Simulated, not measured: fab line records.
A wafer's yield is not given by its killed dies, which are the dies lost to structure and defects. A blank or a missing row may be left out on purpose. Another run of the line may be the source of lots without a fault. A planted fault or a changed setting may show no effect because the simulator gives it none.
Comparing a struck lot with a sound one || flow n5_finfet || 14 steps out of a route of 1938
Sound: wafers L653.1, L653.5, L653.6. Wafers L667.1, L667.4, L667.6 were the ones struck. The cause comes at the end.
At each step with rows: each side's tool, then ch and its chambers, then its first start. Under that, the readings that differ: sound wafers || struck wafers || difference of the means || sigmas: that difference in standard deviations of wafers without a fault.
alike: readings whose means differ by less than 2 such deviations, and words and numbers that are the same on both sides. not compared: withheld readings, readings that some wafer has no value for, bounds like >300 that may hide the same value, and numbers for which the record gives no deviation and whose values overlap.
Wherever a step has rows on one side only, a row that says differs or no value, or a row with sigmas, the two part there. Non-overlapping numbers with no deviation appear without sigmas and do not part them. A reading that every wafer of one side lacks parts them only if that side has two wafers or more.

N5_BEOL_M10_STRIP_77: strips in N2/H2, time 10 s.
  sound: rie_diel-01 ch 0,1; struck: rie_diel-05 ch 0,3
  alike: drypump_motor_current_A, h2_flow_sccm, oes_product_au, rf_vpp_V, showerhead_plenum_p_Torr, throttle_valve_pct
  not compared: rf_hours_counter_h
N5_BEOL_M10_OCD_MEAS_38:
  sound on ocd-01 at day 11 09:45; struck on ocd-01 at day 15 04:17
  alike: trench_depth_nm
then, 4 steps without rows for these wafers: N5_BEOL_M10_HM_STRIP_39 (strips TiN in peroxide tin strip, target depth 25 nm, time 158 s); N5_BEOL_M10_SRD_40 (time 30 s); N5_BEOL_M10_PRECLEAN_42 (cleans in residue remover, time 60 s); N5_BEOL_M10_SRD_43 (time 30 s).
N5_BEOL_M10_CD_MEAS_35: target cd 70 nm.
  sound on cd_sem-02 at day 11 09:56; struck on cd_sem-02 at day 15 04:26
  alike: cd_nm
then, 1 step without rows for these wafers: N5_BEOL_M10_CURE_72 (cures SiCOH lowk, time 120 s).
N5_BEOL_M10_DEGAS_44: time 60 s.
  sound on pvd_sputter-03 at day 11 10:40; struck on pvd_sputter-03 at day 15 04:52
  alike: heater_power_w
N5_BEOL_M10_PRE_CLEAN_45: time 30 s.
  sound on pvd_sputter-03 at day 11 10:43; struck on pvd_sputter-03 at day 15 04:54
  alike: heater_power_w
N5_BEOL_M10_ALD_74: deposits TaN, target thk 2 nm, pulse time 2 s, purge time 3 s.
  sound on ald_metal-01 ch 1,2,3, day 11 10:47; struck on ald_metal-02 ch 2,3, day 15 04:59
  alike: heater_power_w, precursor_vessel_temp_c
  not compared: since_wet_clean_h
N5_BEOL_M10_SURFACE_TREAT_76:
  sound on pvd_sputter-02 at day 11 12:49; struck on pvd_sputter-02 at day 15 05:26
  not compared: throttle_valve_pct
N5_BEOL_M10_CVD_75: deposits Co from CCTBA/H2, target thk 2 nm, time 138.9 s.
  sound on cvd_co-02 ch 1,2, day 11 12:52; struck on cvd_co-01 ch 0,2, day 15 05:58
  not compared: since_wet_clean_h
then, 1 step without rows for these wafers: N5_BEOL_M10_SPUTTER_48 (material Cu, target thk 12 nm, time 2 s).

== WHERE THEY PART ==
Nowhere in this record.

WHY: what had been put in by the simulator
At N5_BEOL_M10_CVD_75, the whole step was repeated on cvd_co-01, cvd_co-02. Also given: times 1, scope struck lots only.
